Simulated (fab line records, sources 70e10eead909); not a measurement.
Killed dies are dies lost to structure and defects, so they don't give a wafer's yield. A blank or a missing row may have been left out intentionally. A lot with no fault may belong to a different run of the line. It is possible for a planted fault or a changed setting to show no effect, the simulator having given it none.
Which tool did it?	flow nand harc	11 lots, 33 wafers sampled, at 5 steps of a route of 1302

WHAT THE GAUGES READ, wafer by wafer
NHARC_P_GATE_CD_MEAS_91: target cd 2000 nm.
lot	measured	on	cd nm (nm)
L419	day 5 13:46	cd sem-03	2001.9 1998.4 2001.0
L421	day 6 11:43	cd sem-02	1998.7 1999.2 1999.4
L423	day 7 07:40	cd sem-01	- - -
L432	day 10 22:53	cd sem-01	1998.3 1998.6 2000.1
L434	day 12 05:10	cd sem-02	2001.5 2000.5 1997.5
L435	day 12 14:38	cd sem-02	1997.7 1998.8 1998.5
L436	day 12 18:36	cd sem-01	1999.0 1998.4 2001.2
L438	day 13 13:43	cd sem-02	2000.1 2002.4 2000.1
L439	day 13 21:16	cd sem-03	2000.3 2001.8 2000.1
L440	day 14 08:26	cd sem-03	1998.2 1999.0 2000.8
L441	day 15 03:35	cd sem-01	2000.5 2000.6 2004.5

WHICH TOOL RAN EACH LOT (tool, then ch and the chambers of the sampled wafers, then the start)
lot	NHARC_P_GATE_ETCH_104	NHARC_P_GATE_ETCH_114	NHARC_P_GATE_STRIP_75	NHARC_P_GATE_EXPOSE_88
L419	rie diel-07 ch 0,2, day 4 22:40	rie diel-07 ch 1,2,3, day 5 11:15 or earlier	plasma asher-02 ch 0,1, day 5 11:15	krf scanner-04 ch 0, day 5 13:37
L421	rie diel-07 ch 0,3, day 5 20:45	rie diel-07 ch 0,2,3, day 6 09:12 or earlier	plasma asher-01 ch 0,1, day 6 09:12	krf scanner-04 ch 0, day 6 11:34
L423	rie diel-07 ch 1,2,3, day 6 16:31	rie diel-07 ch 0,1,3, day 7 05:02 or earlier	plasma asher-02 ch 0,1, day 7 05:02	krf scanner-03 ch 0, day 7 07:31
L432	rie diel-04 ch 0,1,3, day 10 07:53	rie diel-04 ch 0,3, day 10 20:23 or earlier	plasma asher-02 ch 0,1, day 10 20:23	krf scanner-04 ch 0, day 10 22:44
L434	rie diel-07 ch 1,2,3, day 11 14:03	rie diel-07 ch 0,1, day 12 02:47 or earlier	plasma asher-01 ch 0,1, day 12 02:47	krf scanner-04 ch 0, day 12 05:01
L435	rie diel-04 ch 0,1,3, day 11 23:41	rie diel-04 ch 0,1, day 12 12:06 or earlier	plasma asher-02 ch 0,1, day 12 12:06	krf scanner-02 ch 0, day 12 14:28
L436	rie diel-12 ch 0,1,2, day 12 03:38	rie diel-12 ch 1,2,3, day 12 16:07 or earlier	plasma asher-01 ch 0,1, day 12 16:07	krf scanner-03 ch 0, day 12 18:26
L438	rie diel-04 ch 1,2,3, day 12 22:40	rie diel-04 ch 0,2,3, day 13 11:15 or earlier	plasma asher-01 ch 0,1, day 13 11:15	krf scanner-04 ch 0, day 13 13:33
L439	rie diel-07 ch 2,3, day 13 05:53	rie diel-07 ch 1,2, day 13 18:30 or earlier	plasma asher-02 ch 0,1, day 13 18:30	krf scanner-03 ch 0, day 13 21:07
L440	rie diel-07 ch 1,2, day 13 17:23	rie diel-07 ch 0,1, day 14 05:56 or earlier	plasma asher-01 ch 0,1, day 14 05:56	krf scanner-02 ch 0, day 14 08:17
L441	rie diel-12 ch 0,1,3, day 14 12:32	rie diel-12 ch 0,1, day 15 00:58 or earlier	plasma asher-02 ch 0,1, day 15 00:58	krf scanner-03 ch 0, day 15 03:26
- NHARC_P_GATE_ETCH_104: etches the open film in CF4/CHF3, target depth 60 nm.
- NHARC_P_GATE_ETCH_114: etches the open film in CF4/O2, target depth 30 nm, overetch 3 nm, time 16.5 s.
- NHARC_P_GATE_STRIP_75: strips in O2.
- NHARC_P_GATE_EXPOSE_88: exposes mask P HVN, target cd 2000 nm.

THE ANSWER, worked out from the rows above alone
Rule: usual is defined by the lots themselves. Put in order of their means at a reading, lots are off if they are a third of the lots or fewer, leave a main group of 4 or more, and stand apart from it by a gap of 3 or more times the standard deviation of the main group's means; of several such gaps the widest counts. If all means in a main group match to the digits the tables above print for the reading, that group is not used. A lot without any number at a reading at which 4 lots or more have one is off too. The other lots that the step has rows for count as sound.
Off, at NHARC_P_GATE_CD_MEAS_91 on cd nm: L423. Without a number there: L423. The main group: mean 1999.9 nm, standard deviation 1.
A tool fits if, at a process step before that reading, it ran every lot that is off, and no sound lot after the first of them. Those tools and the gauges at NHARC_P_GATE_CD_MEAS_91 are tried in the same way. NHARC_P_GATE_ETCH_114 gives no start for some lots, so the hours and the order of its lots are those of NHARC_P_GATE_STRIP_75. No candidate that was tried fits.

WHAT THE SIMULATOR HAD INSERTED
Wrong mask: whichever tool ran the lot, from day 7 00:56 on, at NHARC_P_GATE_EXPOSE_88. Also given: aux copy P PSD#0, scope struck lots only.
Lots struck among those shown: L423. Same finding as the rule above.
